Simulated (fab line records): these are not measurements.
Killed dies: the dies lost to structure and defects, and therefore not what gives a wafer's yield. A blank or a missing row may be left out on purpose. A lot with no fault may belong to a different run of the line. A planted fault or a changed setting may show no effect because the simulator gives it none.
Lot-split experiment | flow n5-finfet | 21 wafers read from 7 lots, route of 1938 steps

THE SPLIT
At N5_ZERO_LAYER_COAT_05 (resist thk 1000 nm), the setting spin-rpm was moved away from the recipe's 1500 rpm on 8 of the 21 wafers read, by -9.1% to +5.5%. All remaining wafers had this setting at the recipe value.

FROM THE SPLIT TO THE READING: what the file shows between them, 4 steps
- N5_ZERO_LAYER_EBR_07
- N5_ZERO_LAYER_SOFTBAKE_06: time 90 s
- N5_ZERO_LAYER_DESCUM_16: chemistry O2, time 7.9 s
- N5_ZERO_LAYER_ETCH_17: etches SiO2 in CF4, target depth 12 nm, time 13.3 s

THE READING
coat_of_ZERO_LAYER_COAT_05.thk-nm (the simulator's own value, which no gauge read), in nm, at N5_ZERO_LAYER_ETCH_18 (etches Si in HBr/Cl2, target depth 120 nm, time 40 s). There is no usual value for it anywhere in the file. The 13 wafers here that ran the recipe average 932.2 nm, standard deviation 2.5 nm.

wafer  | tool, chamber at the split | spin-rpm as run, rpm | against the recipe | coat_of_ZERO_LAYER_COAT_05.thk-nm, nm | against lot-mates on the recipe
L077.2 | litho-track-02, 0          | 1500                 | recipe             | 929.8                                 | -
L077.3 | litho-track-02, 0          | 1500                 | recipe             | 932.6                                 | -
L077.4 | litho-track-02, 0          | 1500                 | recipe             | 934.9                                 | -
L084.1 | litho-track-05, 0          | 1582                 | +5.5%              | 900                                   | no lot-mate on the recipe
L084.2 | litho-track-05, 0          | 1582                 | +5.5%              | 902.8                                 | no lot-mate on the recipe
L084.4 | litho-track-05, 0          | 1582                 | +5.5%              | 899.4                                 | no lot-mate on the recipe
L086.2 | litho-track-05, 0          | 1500                 | recipe             | 932.2                                 | -
L086.4 | litho-track-05, 0          | 1454                 | -3.1%              | 946.2                                 | +15.0
L086.6 | litho-track-05, 0          | 1500                 | recipe             | 930.2                                 | -
L087.1 | litho-track-05, 0          | 1391                 | -7.3%              | 973                                   | no lot-mate on the recipe
L087.2 | litho-track-05, 0          | 1391                 | -7.3%              | 967.6                                 | no lot-mate on the recipe
L087.6 | litho-track-05, 0          | 1391                 | -7.3%              | 969.3                                 | no lot-mate on the recipe
L093.4 | litho-track-05, 0          | 1500                 | recipe             | 929.8                                 | -
L093.5 | litho-track-05, 0          | 1500                 | recipe             | 932.2                                 | -
L093.6 | litho-track-05, 0          | 1500                 | recipe             | 933.5                                 | -
L096.2 | litho-track-02, 0          | 1500                 | recipe             | 930.6                                 | -
L096.4 | litho-track-02, 0          | 1500                 | recipe             | 928.9                                 | -
L096.6 | litho-track-02, 0          | 1500                 | recipe             | 931.9                                 | -
L097.1 | litho-track-02, 0          | 1364                 | -9.1%              | 988.2                                 | +52.3
L097.3 | litho-track-02, 0          | 1500                 | recipe             | 933                                   | -
L097.4 | litho-track-02, 0          | 1500                 | recipe             | 938.8                                 | -

FIT RESULTS
A straight line over all 21 wafers: coat_of_ZERO_LAYER_COAT_05.thk-nm changes by -5.59 nm for each +1% of spin-rpm; r = -0.99; the points scatter about the line by 2.9 nm.
The same after taking each lot's own level away (the mean of its wafers on the recipe; 15 wafers): -5.69 nm for each +1%; r = -0.99; scatter 2 nm.
Per that fit: largest spin-rpm move, reading shift of 52 nm.
Across the lots, their own levels run from 930.47 to 935.90 nm, a range of 2.2 times the standard deviation given above.
The two slopes are in agreement: the lot-to-lot level therefore moves the slope only a little.
Check: +44.3 nm against its lot-mates is what the line predicts for one of the wafers moved furthest among these (-9.1%) when that wafer is left out of the fit. It came out at +52.3 nm against them.

OTHER SPLITS ON THESE WAFERS
Before the reading, these wafers also passed through other splits. Each is held against what the fit with the lots' levels taken away leaves over:
other split on the same wafers | wafers away from the commonest value | r with coat_of_ZERO_LAYER_COAT_05.thk-nm (lot level and that fit taken away)
N5_ZERO_LAYER_PECVD_02 time-s  | 3                                    | +0.21

THE WHOLE CHAIN: every reading that the file lists as answering this split, in the file's order
step                   | what it does                                         | reading                                                                            | change (the file's fit)              | r (the file's)
N5_ZERO_LAYER_COAT_05  | resist thk 1000 nm                                   | coat_of_ZERO_LAYER_COAT_05.thk-nm (the simulator's own value, which no gauge read) | -5.47 nm for each +1% of the setting | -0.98
N5_ZERO_LAYER_ETCH_18  | etches Si in HBr/Cl2, target depth 120 nm, time 40 s | coat_of_ZERO_LAYER_COAT_05.thk-nm (the simulator's own value, which no gauge read) | -5.68 nm for each +1% of the setting | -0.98
N5_ZERO_LAYER_STRIP_24 | strips in O2                                         | strip-time-to-endpoint-s                                                           | withheld for each +1% of the setting | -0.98

FILE'S OWN FIT
coat_of_ZERO_LAYER_COAT_05.thk-nm changes by -5.68 nm for each +1% of spin-rpm, r = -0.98.
